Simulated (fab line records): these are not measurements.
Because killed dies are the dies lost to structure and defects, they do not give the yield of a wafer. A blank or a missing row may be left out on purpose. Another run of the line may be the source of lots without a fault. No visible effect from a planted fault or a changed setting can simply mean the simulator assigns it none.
Which tool was responsible? / flow n5-finfet / 27 wafers from 10 lots sampled at 6 of the route's 1938 steps

== WHAT THE GAUGES SHOWED, per wafer ==
N5_BEOL_M4_RC_MEAS_101.
lot=L829; measured=day 9 08:23; on=prober-02; DIBL_N (mV/V)=35.7 37.7 34.8; DIBL_P (mV/V)=35 36 34; IOFF_N (nA/um)=0.16 0.19 0.14; IOFF_P (nA/um)=0.22 0.22 0.18; ION_N (uA/um)=671 677 656; ION_P (uA/um)=464 461 455; SS_N (mV/dec)=71.8 72.6 71.9; SS_P (mV/dec)=72.9 73.0 72.3; VT_N (mV)=249 251 253; VT_P (mV)=-249 -249 -249
lot=L831; measured=day 9 08:38; on=prober-01; DIBL_N (mV/V)=35.0 34.1 36.0; DIBL_P (mV/V)=34 32 35; IOFF_N (nA/um)=0.13 0.12 0.14; IOFF_P (nA/um)=0.16 0.14 0.17; ION_N (uA/um)=664 652 664; ION_P (uA/um)=455 445 453; SS_N (mV/dec)=71.5 71.4 71.1; SS_P (mV/dec)=73.0 72.2 72.8; VT_N (mV)=253 256 255; VT_P (mV)=-251 -257 -255
lot=L830; measured=day 9 13:48; on=prober-01; DIBL_N (mV/V)=37.7 36.7 37.9; DIBL_P (mV/V)=39 37 38; IOFF_N (nA/um)=0.20 0.19 0.20; IOFF_P (nA/um)=0.25 0.23 0.23; ION_N (uA/um)=688 681 664; ION_P (uA/um)=467 464 453; SS_N (mV/dec)=71.6 72.0 73.0; SS_P (mV/dec)=73.7 72.7 73.8; VT_N (mV)=248 245 247; VT_P (mV)=-248 -248 -248
lot=L832; measured=day 9 13:41; on=prober-02; DIBL_N (mV/V)=40.3 35.2 36.3; DIBL_P (mV/V)=37 35 36; IOFF_N (nA/um)=0.26 0.13 0.14; IOFF_P (nA/um)=0.19 0.16 0.17; ION_N (uA/um)=659 654 655; ION_P (uA/um)=447 445 441; SS_N (mV/dec)=74.5 70.6 71.5; SS_P (mV/dec)=73.1 73.0 72.5; VT_N (mV)=250 253 252; VT_P (mV)=-253 -254 -254
lot=L838; measured=day 10 18:41; on=prober-01; DIBL_N (mV/V)=35.6 37.2; DIBL_P (mV/V)=36 38; IOFF_N (nA/um)=0.17 0.22; IOFF_P (nA/um)=0.20 0.23; ION_N (uA/um)=678 698; ION_P (uA/um)=462 465; SS_N (mV/dec)=72.4 71.5; SS_P (mV/dec)=73.2 74.4; VT_N (mV)=250 244; VT_P (mV)=-251 -250
lot=L837; measured=day 10 19:03; on=prober-02; DIBL_N (mV/V)=37.3 38.5; DIBL_P (mV/V)=39 39; IOFF_N (nA/um)=0.17 0.20; IOFF_P (nA/um)=0.22 0.22; ION_N (uA/um)=670 672; ION_P (uA/um)=455 449; SS_N (mV/dec)=71.4 73.4; SS_P (mV/dec)=74.0 74.6; VT_N (mV)=251 250; VT_P (mV)=-252 -251
lot=L839; measured=day 11 14:18; on=prober-02; DIBL_N (mV/V)=36.4 37.8 36.6; DIBL_P (mV/V)=37 38 38; IOFF_N (nA/um)=0.18 0.19 0.19; IOFF_P (nA/um)=0.20 0.22 0.22; ION_N (uA/um)=671 674 692; ION_P (uA/um)=456 453 471; SS_N (mV/dec)=72.2 72.7 71.8; SS_P (mV/dec)=73.0 74.0 72.8; VT_N (mV)=249 250 246; VT_P (mV)=-252 -253 -251
lot=L840; measured=day 11 17:32; on=prober-01; DIBL_N (mV/V)=35.9 35.7; DIBL_P (mV/V)=36 37; IOFF_N (nA/um)=0.17 0.17; IOFF_P (nA/um)=0.22 0.23; ION_N (uA/um)=676 678; ION_P (uA/um)=465 473; SS_N (mV/dec)=71.8 71.9; SS_P (mV/dec)=73.9 73.6; VT_N (mV)=247 250; VT_P (mV)=-249 -249
lot=L847; measured=day 13 00:14; on=prober-02; DIBL_N (mV/V)=41.6 35.2 39.3; DIBL_P (mV/V)=41 35 38; IOFF_N (nA/um)=0.28 0.14 0.24; IOFF_P (nA/um)=0.27 0.17 0.23; ION_N (uA/um)=683 651 682; ION_P (uA/um)=463 446 461; SS_N (mV/dec)=73.6 71.9 73.2; SS_P (mV/dec)=75.0 72.9 74.9; VT_N (mV)=243 255 247; VT_P (mV)=-248 -255 -251
lot=L850; measured=day 14 00:27; on=prober-01; DIBL_N (mV/V)=34.9 37.6 37.8; DIBL_P (mV/V)=35 38 39; IOFF_N (nA/um)=0.13 0.16 0.19; IOFF_P (nA/um)=0.16 0.19 0.22; ION_N (uA/um)=662 662 681; ION_P (uA/um)=456 448 460; SS_N (mV/dec)=71.0 71.7 71.8; SS_P (mV/dec)=73.0 73.5 73.7; VT_N (mV)=254 254 249; VT_P (mV)=-253 -253 -252

== WHICH TOOL RAN EACH LOT (tool, then ch and the chambers of the sampled wafers, then the start) ==
lot=L829; N5_BEOL_M4_ANNEAL_87=pvd-sputter-02, day 9 06:05; N5_BEOL_M4_SPUTTER_92=pvd-sputter-02, day 9 06:40; N5_BEOL_M4_SPUTTER_96=pvd-sputter-02, day 9 07:06; N5_BEOL_M4_ECD_50=ecd-cu-02 ch 0,1, day 9 07:13; N5_BEOL_M4_CMP_52=cmp-01 ch 0,2, day 9 07:40
lot=L831; N5_BEOL_M4_ANNEAL_87=pvd-sputter-01, day 9 06:17; N5_BEOL_M4_SPUTTER_92=pvd-sputter-01, day 9 06:52; N5_BEOL_M4_SPUTTER_96=pvd-sputter-01, day 9 07:18; N5_BEOL_M4_ECD_50=ecd-cu-01 ch 0,1, day 9 07:25; N5_BEOL_M4_CMP_52=cmp-01 ch 0,1,3, day 9 07:53
lot=L830; N5_BEOL_M4_ANNEAL_87=pvd-sputter-01, day 9 10:30; N5_BEOL_M4_SPUTTER_92=pvd-sputter-01, day 9 11:05; N5_BEOL_M4_SPUTTER_96=pvd-sputter-01, day 9 11:31; N5_BEOL_M4_ECD_50=ecd-cu-02 ch 0,1, day 9 11:38; N5_BEOL_M4_CMP_52=cmp-01 ch 0,1,3, day 9 13:05
lot=L832; N5_BEOL_M4_ANNEAL_87=pvd-sputter-03, day 9 11:05; N5_BEOL_M4_SPUTTER_92=pvd-sputter-03, day 9 11:40; N5_BEOL_M4_SPUTTER_96=pvd-sputter-03, day 9 12:07; N5_BEOL_M4_ECD_50=ecd-cu-01 ch 0,1, day 9 12:14; N5_BEOL_M4_CMP_52=cmp-02 ch 1,3, day 9 13:04
lot=L838; N5_BEOL_M4_ANNEAL_87=pvd-sputter-01, day 10 16:06; N5_BEOL_M4_SPUTTER_92=pvd-sputter-01, day 10 16:41; N5_BEOL_M4_SPUTTER_96=pvd-sputter-01, day 10 17:07; N5_BEOL_M4_ECD_50=ecd-cu-01 ch 1, day 10 17:16; N5_BEOL_M4_CMP_52=cmp-02 ch 2, day 10 17:39
lot=L837; N5_BEOL_M4_ANNEAL_87=pvd-sputter-03, day 10 16:37; N5_BEOL_M4_SPUTTER_92=pvd-sputter-03, day 10 17:12; N5_BEOL_M4_SPUTTER_96=pvd-sputter-03, day 10 17:38; N5_BEOL_M4_ECD_50=ecd-cu-01 ch 0,1, day 10 17:47; N5_BEOL_M4_CMP_52=cmp-03 ch 0,1, day 10 18:08
lot=L839; N5_BEOL_M4_ANNEAL_87=pvd-sputter-03, day 11 12:00; N5_BEOL_M4_SPUTTER_92=pvd-sputter-03, day 11 12:35; N5_BEOL_M4_SPUTTER_96=pvd-sputter-03, day 11 13:01; N5_BEOL_M4_ECD_50=ecd-cu-01 ch 0,1, day 11 13:08; N5_BEOL_M4_CMP_52=cmp-03 ch 0,2, day 11 13:31
lot=L840; N5_BEOL_M4_ANNEAL_87=pvd-sputter-02, day 11 14:49; N5_BEOL_M4_SPUTTER_92=pvd-sputter-02, day 11 15:24; N5_BEOL_M4_SPUTTER_96=pvd-sputter-02, day 11 15:50; N5_BEOL_M4_ECD_50=ecd-cu-01 ch 0,1, day 11 15:59; N5_BEOL_M4_CMP_52=cmp-03 ch 0,3, day 11 16:37
lot=L847; N5_BEOL_M4_ANNEAL_87=pvd-sputter-01, day 12 21:58; N5_BEOL_M4_SPUTTER_92=pvd-sputter-01, day 12 22:33; N5_BEOL_M4_SPUTTER_96=pvd-sputter-01, day 12 22:59; N5_BEOL_M4_ECD_50=ecd-cu-02 ch 0, day 12 23:07; N5_BEOL_M4_CMP_52=cmp-01 ch 1,3, day 12 23:31
lot=L850; N5_BEOL_M4_ANNEAL_87=pvd-sputter-01, day 13 22:19; N5_BEOL_M4_SPUTTER_92=pvd-sputter-01, day 13 22:54; N5_BEOL_M4_SPUTTER_96=pvd-sputter-01, day 13 23:20; N5_BEOL_M4_ECD_50=ecd-cu-01 ch 0,1, day 13 23:28; N5_BEOL_M4_CMP_52=cmp-01 ch 1,2,3, day 13 23:50
- N5_BEOL_M4_ANNEAL_87: time 240 s.
- N5_BEOL_M4_SPUTTER_92: material Cu, target thk 4.5 nm, time 8.29 s.
- N5_BEOL_M4_SPUTTER_96: material Cu, target thk 4.5 nm, time 8.29 s.
- N5_BEOL_M4_ECD_50: material Cu, target thk 300 nm.
- N5_BEOL_M4_CMP_52: polishes, stops on SiOC, t overpolish 6.8 s, target thk 40 nm.

== WHAT THE TOOLS THEMSELVES READ (means of the sampled wafers that have a number; where no wafer has one, the mark that the record gives instead) ==
N5_BEOL_M4_ANNEAL_87.
lot=L829; tool=pvd-sputter-02; heater-power-w (W)=841; susceptor-temp-C (C)=400.13; susceptor_temp_C_max=401.1
lot=L831; tool=pvd-sputter-01; heater-power-w (W)=771; susceptor-temp-C (C)=400.23; susceptor_temp_C_max=401.4
lot=L830; tool=pvd-sputter-01; heater-power-w (W)=749; susceptor-temp-C (C)=399.94; susceptor_temp_C_max=401.1
lot=L832; tool=pvd-sputter-03; heater-power-w (W)=848; susceptor-temp-C (C)=400.05; susceptor_temp_C_max=400.8
lot=L838; tool=pvd-sputter-01; heater-power-w (W)=769; susceptor-temp-C (C)=399.89; susceptor_temp_C_max=400.8
lot=L837; tool=pvd-sputter-03; heater-power-w (W)=850; susceptor-temp-C (C)=399.86; susceptor_temp_C_max=400.9
lot=L839; tool=pvd-sputter-03; heater-power-w (W)=847; susceptor-temp-C (C)=399.99; susceptor_temp_C_max=400.9
lot=L840; tool=pvd-sputter-02; heater-power-w (W)=852; susceptor-temp-C (C)=400.12; susceptor_temp_C_max=401.0
lot=L847; tool=pvd-sputter-01; heater-power-w (W)=920; susceptor-temp-C (C)=400.10; susceptor_temp_C_max=401.2
lot=L850; tool=pvd-sputter-01; heater-power-w (W)=859; susceptor-temp-C (C)=399.82; susceptor_temp_C_max=400.7

N5_BEOL_M4_SPUTTER_92.
lot=L829; tool=pvd-sputter-02; susceptor-temp-C (C)=-19.95; throttle-valve-pct (%)=29.3
lot=L831; tool=pvd-sputter-01; susceptor-temp-C (C)=-19.94; throttle-valve-pct (%)=30.0
lot=L830; tool=pvd-sputter-01; susceptor-temp-C (C)=-19.96; throttle-valve-pct (%)=30.7
lot=L832; tool=pvd-sputter-03; susceptor-temp-C (C)=-20.15; throttle-valve-pct (%)=29.8
lot=L838; tool=pvd-sputter-01; susceptor-temp-C (C)=-20.04; throttle-valve-pct (%)=29.6
lot=L837; tool=pvd-sputter-03; susceptor-temp-C (C)=-19.94; throttle-valve-pct (%)=30.0
lot=L839; tool=pvd-sputter-03; susceptor-temp-C (C)=-19.89; throttle-valve-pct (%)=30.1
lot=L840; tool=pvd-sputter-02; susceptor-temp-C (C)=-19.95; throttle-valve-pct (%)=29.4
lot=L847; tool=pvd-sputter-01; susceptor-temp-C (C)=-20.01; throttle-valve-pct (%)=30.4
lot=L850; tool=pvd-sputter-01; susceptor-temp-C (C)=-20.02; throttle-valve-pct (%)=30.0

N5_BEOL_M4_SPUTTER_96.
lot=L829; tool=pvd-sputter-02; susceptor-temp-C (C)=-20.04; throttle-valve-pct (%)=29.3
lot=L831; tool=pvd-sputter-01; susceptor-temp-C (C)=-19.98; throttle-valve-pct (%)=30.0
lot=L830; tool=pvd-sputter-01; susceptor-temp-C (C)=-19.90; throttle-valve-pct (%)=30.7
lot=L832; tool=pvd-sputter-03; susceptor-temp-C (C)=-20.05; throttle-valve-pct (%)=29.8
lot=L838; tool=pvd-sputter-01; susceptor-temp-C (C)=-20.06; throttle-valve-pct (%)=29.6
lot=L837; tool=pvd-sputter-03; susceptor-temp-C (C)=-20.09; throttle-valve-pct (%)=30.2
lot=L839; tool=pvd-sputter-03; susceptor-temp-C (C)=-19.92; throttle-valve-pct (%)=30.0
lot=L840; tool=pvd-sputter-02; susceptor-temp-C (C)=-19.96; throttle-valve-pct (%)=29.2
lot=L847; tool=pvd-sputter-01; susceptor-temp-C (C)=-20.08; throttle-valve-pct (%)=30.4
lot=L850; tool=pvd-sputter-01; susceptor-temp-C (C)=-19.96; throttle-valve-pct (%)=29.9

N5_BEOL_M4_CMP_52.
lot=L829; tool=cmp-01; clearing-platen-down-force-psi (psi)=1.501; clearing-platen-rpm (rpm)=49.982; motor-current-A (A)=6.9; time-to-endpoint-s (s)=67
lot=L831; tool=cmp-01; clearing-platen-down-force-psi (psi)=1.502; clearing-platen-rpm (rpm)=49.998; motor-current-A (A)=6.1; time-to-endpoint-s (s)=64
lot=L830; tool=cmp-01; clearing-platen-down-force-psi (psi)=1.504; clearing-platen-rpm (rpm)=50.001; motor-current-A (A)=6.1; time-to-endpoint-s (s)=61
lot=L832; tool=cmp-02; clearing-platen-down-force-psi (psi)=1.500; clearing-platen-rpm (rpm)=50.011; motor-current-A (A)=5.5; time-to-endpoint-s (s)=64
lot=L838; tool=cmp-02; clearing-platen-down-force-psi (psi)=1.507; clearing-platen-rpm (rpm)=50.011; motor-current-A (A)=6.7; time-to-endpoint-s (s)=56
lot=L837; tool=cmp-03; clearing-platen-down-force-psi (psi)=1.502; clearing-platen-rpm (rpm)=50.017; motor-current-A (A)=6.1; time-to-endpoint-s (s)=72
lot=L839; tool=cmp-03; clearing-platen-down-force-psi (psi)=1.503; clearing-platen-rpm (rpm)=49.985; motor-current-A (A)=5.5; time-to-endpoint-s (s)=68
lot=L840; tool=cmp-03; clearing-platen-down-force-psi (psi)=1.502; clearing-platen-rpm (rpm)=50.020; motor-current-A (A)=6.3; time-to-endpoint-s (s)=76
lot=L847; tool=cmp-01; clearing-platen-down-force-psi (psi)=1.502; clearing-platen-rpm (rpm)=49.975; motor-current-A (A)=6.0; time-to-endpoint-s (s)=64
lot=L850; tool=cmp-01; clearing-platen-down-force-psi (psi)=1.499; clearing-platen-rpm (rpm)=50.014; motor-current-A (A)=6.4; time-to-endpoint-s (s)=68

== THE ANSWER, worked out from the rows above alone ==
Rule: what is usual is taken from the lots themselves. The widest of any qualifying gaps counts: lots, ordered by their means at a reading, are off when they make up no more than a third of the lots, leave a main group of 4 or more, and stand apart from it by 3 or more times the standard deviation of that group's means. A main group is skipped when, at the precision printed for the reading in the tables above, its means are all equal. A lot without any number at a reading at which 4 lots or more have one is off too. Any other lot the step has rows for is counted as sound. After the gauges, taken in route order, come the tools' own readings; for these a lot's mean is taken, as printed above. The first step at which some lot is off is used, and at that step the reading that is off furthest; a lot without a number counts as furthest.
Nothing can be told from this: no lot is off at any reading shown.

== WHAT THE SIMULATOR HAD PUT IN ==
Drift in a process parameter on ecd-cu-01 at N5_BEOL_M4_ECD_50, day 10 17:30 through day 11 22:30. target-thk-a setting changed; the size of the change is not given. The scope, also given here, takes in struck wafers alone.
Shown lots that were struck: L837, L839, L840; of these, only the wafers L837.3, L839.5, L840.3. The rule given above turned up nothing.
